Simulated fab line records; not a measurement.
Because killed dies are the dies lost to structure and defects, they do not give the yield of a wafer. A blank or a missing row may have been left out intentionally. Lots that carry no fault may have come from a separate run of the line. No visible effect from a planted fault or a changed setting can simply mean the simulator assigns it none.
Matching of chambers | flow n5-finfet | N5_BEOL_M11_ALD_74 on ald-metal-02: 4 sister chambers
The step deposits TaN, target thk 2 nm, pulse time 2 s, purge time 3 s. 8 wafers are shown with their chamber, then 7 later ones without.

== WAFERS WITH THEIR CHAMBER ==
wafer  | chamber | heater-power-w (W)
L077.3 | 0       | 434
L077.6 | 1       | 405
L089.3 | 1       | 402
L090.1 | 3       | 451
L090.3 | 0       | 450
L090.5 | 2       | 371
L092.1 | 2       | 381
L092.2 | 3       | 444

== WAFERS WITH NO CHAMBER GIVEN ==
wafer  | heater-power-w (W)
L092.4 | 444
L094.3 | 440
L094.4 | 405
L094.6 | 371
L097.2 | 449
L097.4 | 441
L097.6 | 367

== EACH ONE'S CHAMBER ==
wafer  | from the rows above     | in truth
L092.4 | can't be placed: 0 or 3 | 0
L094.3 | can't be placed: 0 or 3 | 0
L094.4 | 1                       | 1
L094.6 | 2                       | 2
L097.2 | can't be placed: 3 or 0 | 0
L097.4 | can't be placed: 0 or 3 | 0
L097.6 | 2                       | 2
Placed correctly: 3 of 7. These rows do not allow placing 4 (true chamber among the candidates in 4). Wrongly placed: 0.
How it was worked out, from the rows above alone: a wafer's distance from a chamber is the root of the sum, over the readings, of the square of ((its reading less the chamber's mean) divided by the reading's scatter). If the next closest chamber is less than 2 further off than the closest, the wafer can't be placed; otherwise it belongs to the closest. Each chamber's mean is taken over the wafers shown for it. The scatter: take each reading less its chamber's mean, square it, sum over the shown wafers, divide by the number of wafers less the number of chambers, and take the root.
